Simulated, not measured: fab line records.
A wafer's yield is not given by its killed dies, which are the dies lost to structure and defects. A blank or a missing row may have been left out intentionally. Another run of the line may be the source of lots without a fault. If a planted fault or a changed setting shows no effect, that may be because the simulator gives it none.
Matching of chambers / flow n5_finfet / N5_BEOL_M13_ETCH_68 on rie_diel-06: 4 sister chambers
The step etches SOC in N2/H2, time 355 s. 8 wafers are shown with their chamber, then 8 later ones without.

== WAFERS WITH THEIR CHAMBER ==
wafer=L080.2; chamber=3; showerhead_plenum_p_Torr (Torr)=2.41; throttle_valve_pct (%)=17.66
wafer=L081.1; chamber=1; showerhead_plenum_p_Torr (Torr)=2.43; throttle_valve_pct (%)=17.97
wafer=L081.4; chamber=2; showerhead_plenum_p_Torr (Torr)=2.74; throttle_valve_pct (%)=17.82
wafer=L081.6; chamber=0; showerhead_plenum_p_Torr (Torr)=2.47; throttle_valve_pct (%)=17.66
wafer=L082.2; chamber=2; showerhead_plenum_p_Torr (Torr)=2.74; throttle_valve_pct (%)=17.84
wafer=L082.4; chamber=0; showerhead_plenum_p_Torr (Torr)=2.46; throttle_valve_pct (%)=17.64
wafer=L082.5; chamber=1; showerhead_plenum_p_Torr (Torr)=2.43; throttle_valve_pct (%)=17.98
wafer=L086.1; chamber=3; showerhead_plenum_p_Torr (Torr)=2.41; throttle_valve_pct (%)=17.66

== WAFERS WHOSE CHAMBER IS MISSING ==
wafer=L086.3; showerhead_plenum_p_Torr (Torr)=2.43; throttle_valve_pct (%)=17.98
wafer=L086.5; showerhead_plenum_p_Torr (Torr)=2.46; throttle_valve_pct (%)=17.66
wafer=L085.3; showerhead_plenum_p_Torr (Torr)=2.41; throttle_valve_pct (%)=17.66
wafer=L085.4; showerhead_plenum_p_Torr (Torr)=2.43; throttle_valve_pct (%)=17.99
wafer=L085.5; showerhead_plenum_p_Torr (Torr)=2.43; throttle_valve_pct (%)=18.00
wafer=L097.2; showerhead_plenum_p_Torr (Torr)=2.72; throttle_valve_pct (%)=17.87
wafer=L097.3; showerhead_plenum_p_Torr (Torr)=2.42; throttle_valve_pct (%)=18.03
wafer=L097.5; showerhead_plenum_p_Torr (Torr)=2.42; throttle_valve_pct (%)=18.03

== WHICH CHAMBER EACH WENT THROUGH ==
wafer=L086.3; from the rows above=1; in truth=1
wafer=L086.5; from the rows above=0; in truth=0
wafer=L085.3; from the rows above=3; in truth=3
wafer=L085.4; from the rows above=1; in truth=1
wafer=L085.5; from the rows above=1; in truth=1
wafer=L097.2; from the rows above=2; in truth=2
wafer=L097.3; from the rows above=1; in truth=1
wafer=L097.5; from the rows above=1; in truth=1
Correctly placed: 8 of 8. Can't be placed from these rows: 0. 0 placed wrongly.
How it was worked out, from the rows above alone: a wafer's distance from a chamber is the root of the sum, over the readings, of the square of ((its reading less the chamber's mean) divided by the reading's scatter). The wafer belongs to the nearest chamber; if the next one is less than 2 further off, it can't be placed. The mean given for a chamber averages the wafers shown for that chamber. The scatter: the root of (the sum of the squares of (reading less its chamber's mean) over the shown wafers, divided by (wafers less chambers)).
